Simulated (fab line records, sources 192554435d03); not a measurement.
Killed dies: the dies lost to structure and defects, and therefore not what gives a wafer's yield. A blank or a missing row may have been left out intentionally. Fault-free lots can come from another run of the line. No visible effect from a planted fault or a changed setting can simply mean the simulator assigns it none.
3 desks looking at one fault || flow n5Finfet || only its own numbers are on each desk; what lay behind them is given at the end

AT THE METROLOGY DESK
What the gauges read for every lot (on any tool): the sampled wafers with a number, averaged. The brackets show how far a lot's mean lies from the usual mean; more than 4 standard deviations puts the lot out of limits, marked OUT. Readings shown: 7 of its 12, picked as those furthest out on some lot.
Columns: A = cdNm at N5_BEOL_M3_CD_MEAS_11, usual 17.04 nm; B = M3_OVL at N5_BEOL_M3_OVL_MEAS_12, usual 0.2 nm; C = IOFF_P at N5_BEOL_M4_RC_MEAS_101, usual 0.23 nA/um; D = ION_P at N5_BEOL_M4_RC_MEAS_101, usual 464 uA/um; E = SS_N at N5_BEOL_M4_RC_MEAS_101, usual 72.0 mV/dec; F = VT_N at N5_BEOL_M4_RC_MEAS_101, usual 249 mV; G = VT_P at N5_BEOL_M4_RC_MEAS_101, usual -249 mV
{"lot": "L754", "first seen here": "day 6 23:23", "A": 17.16, "B": -0.6, "C": 0.24, "D": 463, "E": 72.3, "F": 245, "G": -249}
{"lot": "L763", "first seen here": "day 9 15:38", "A": 16.99, "B": -0.1, "C": 0.22, "D": 459, "E": 71.5, "F": 248, "G": -250}
{"lot": "L764", "first seen here": "day 9 16:01", "A": 16.73, "B": -1.1, "C": 0.25, "D": 467, "E": 72.0, "F": 249, "G": -246}
{"lot": "L766", "first seen here": "day 10 07:37", "A": 16.99, "B": -0.5, "C": 0.21, "D": 461, "E": 71.2, "F": 251, "G": -250}
{"lot": "L770", "first seen here": "day 11 06:58", "A": 17.06, "B": -0.2, "C": 0.27, "D": 476, "E": 71.4, "F": 249, "G": -245}
{"lot": "L771", "first seen here": "day 11 20:50", "A": 17.07, "B": 0.2, "C": 0.22, "D": 462, "E": 72.2, "F": 248, "G": -250}
{"lot": "L772", "first seen here": "day 12 03:52", "A": 16.88, "B": -0.2, "C": 0.21, "D": 462, "E": 71.8, "F": 250, "G": -251}
{"lot": "L775", "first seen here": "day 12 15:53", "A": 17.36, "B": 0.9, "C": 0.22, "D": 462, "E": 72.0, "F": 250, "G": -249}
{"lot": "L776", "first seen here": "day 12 23:07", "A": 17.01, "B": 0.3, "C": 0.28, "D": 468, "E": 72.0, "F": 248, "G": -246}
This desk found nothing out of limits on any of the 9 lots.

DESK OF THE TOOL OWNER: rieDiel-01
The tool's own readings at N5_BEOL_M3_STRIP_19 (strips in O2): means of the sampled wafers that have a number, for each lot that ran on this tool. The brackets show how far a lot's mean lies from the usual mean; more than 4 standard deviations puts the lot out of limits, marked OUT.
Columns: A = drypumpMotorCurrentA at N5_BEOL_M3_STRIP_19, usual 5.8 A; B = oesProductAu at N5_BEOL_M3_STRIP_19, usual 0.79 a.u.; C = rfVppV at N5_BEOL_M3_STRIP_19, usual 3.6 V; D = showerheadPlenumPTorr at N5_BEOL_M3_STRIP_19, usual 2.08 Torr; E = throttleValvePct at N5_BEOL_M3_STRIP_19, usual 16.65 %
{"lot": "L754", "first seen here": "day 6 23:58", "A": 5.9, "B": 0.82, "C": 3.5, "D": 2.07, "E": 16.48}
{"lot": "L763", "first seen here": "day 9 16:07", "A": 6.1, "B": 0.81, "C": 3.9, "D": 2.07, "E": 16.48}
{"lot": "L764", "first seen here": "day 9 16:31", "A": 6.0, "B": 0.86, "C": 3.8, "D": 2.10, "E": 16.30}
{"lot": "L772", "first seen here": "day 12 04:27", "A": 5.8, "B": 0.76, "C": 4.1, "D": 2.04, "E": 16.70}
{"lot": "L775", "first seen here": "day 12 16:28", "A": 6.0, "B": 0.77, "C": 3.4, "D": 2.05, "E": 16.68}
{"lot": "L776", "first seen here": "day 12 23:35", "A": 5.8, "B": 0.86, "C": 4.0, "D": 2.11, "E": 16.32}
This desk found nothing out of limits on any of the 6 lots.

THE DEFECT DESK
Per lot, the means of the sampled wafers with a number show what the inspections along the route counted. The brackets show how far a lot's mean lies from the usual mean; more than 4 standard deviations puts the lot out of limits, marked OUT.
Columns: A = rawDefectCount at N5_BEOL_M3_INSPECT_30, usual 445
{"lot": "L754", "first seen here": "day 7 00:27", "A": 586}
{"lot": "L763", "first seen here": "day 9 16:35", "A": 689}
{"lot": "L764", "first seen here": "day 9 17:07", "A": 520}
{"lot": "L766", "first seen here": "day 10 08:35", "A": 362}
{"lot": "L770", "first seen here": "day 11 08:11", "A": 390}
{"lot": "L771", "first seen here": "day 11 22:02", "A": 453}
{"lot": "L772", "first seen here": "day 12 04:59", "A": 398}
{"lot": "L775", "first seen here": "day 12 16:56", "A": 541}
{"lot": "L776", "first seen here": "day 13 00:05", "A": 355}
This desk found nothing out of limits on any of the 9 lots.

BROUGHT TOGETHER
Nothing out of limits was seen by the metrology desk.
Nothing out of limits was seen by the tool owner's desk.
Nothing out of limits was seen by the defect desk.

WHAT THE SIMULATOR HAD INSERTED
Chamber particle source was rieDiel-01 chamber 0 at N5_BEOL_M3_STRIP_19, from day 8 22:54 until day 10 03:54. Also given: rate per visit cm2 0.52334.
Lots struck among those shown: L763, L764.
